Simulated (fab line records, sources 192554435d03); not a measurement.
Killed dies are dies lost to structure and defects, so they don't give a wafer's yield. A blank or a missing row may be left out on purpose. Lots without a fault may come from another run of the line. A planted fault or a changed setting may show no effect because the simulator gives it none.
Chamber matching | flow n5_finfet | N5_BEOL_M6_ETCH_65 on rie_diel-05: 4 sister chambers
The step etches SiARC in CF4, target depth 15.6 nm, time 26 s. 4 wafers are shown with their chamber, then 11 later ones without.

WAFERS WITH THEIR CHAMBER
wafer  | chamber | drypump_motor_current_A (A)
L079.6 | 0       | 5.8
L087.1 | 1       | 5.0
L087.6 | 3       | 6.1
L089.1 | 2       | 6.0

WAFERS WITHOUT THEIR CHAMBER
wafer  | drypump_motor_current_A (A)
L089.3 | 6.2
L089.4 | 5.9
L088.1 | 5.8
L088.4 | 5.9
L088.5 | 5.9
L092.2 | 5.9
L092.4 | 5.9
L092.6 | 5.0
L096.1 | 6.0
L096.4 | 5.9
L096.6 | 6.0

WHICH CHAMBER EACH WENT THROUGH
wafer  | from the rows above          | in truth
L089.3 | can't be placed: 3 or 2      | 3
L089.4 | can't be placed: 2 or 0 or 3 | 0
L088.1 | 0                            | 0
L088.4 | can't be placed: 2 or 0 or 3 | 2
L088.5 | can't be placed: 2 or 0 or 3 | 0
L092.2 | can't be placed: 2 or 0 or 3 | 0
L092.4 | can't be placed: 2 or 0 or 3 | 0
L092.6 | 1                            | 1
L096.1 | can't be placed: 2 or 3      | 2
L096.4 | can't be placed: 2 or 0 or 3 | 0
L096.6 | can't be placed: 2 or 3      | 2
Placed correctly: 2 of 11. Can't be placed from these rows: 9 (the true chamber is among the candidates in 9). Placed wrongly: 0.
How it was worked out, from the rows above alone: a wafer's distance from a chamber is the root of the sum, over the readings, of the square of ((its reading less the chamber's mean) divided by the reading's scatter). The wafer belongs to the nearest chamber; if the next one is less than 2 further off, it can't be placed. A chamber's mean is the mean of its shown wafers. The scatter: with one shown wafer a chamber, the root of the mean of the squares of how far each hidden wafer lies from its nearest shown one.
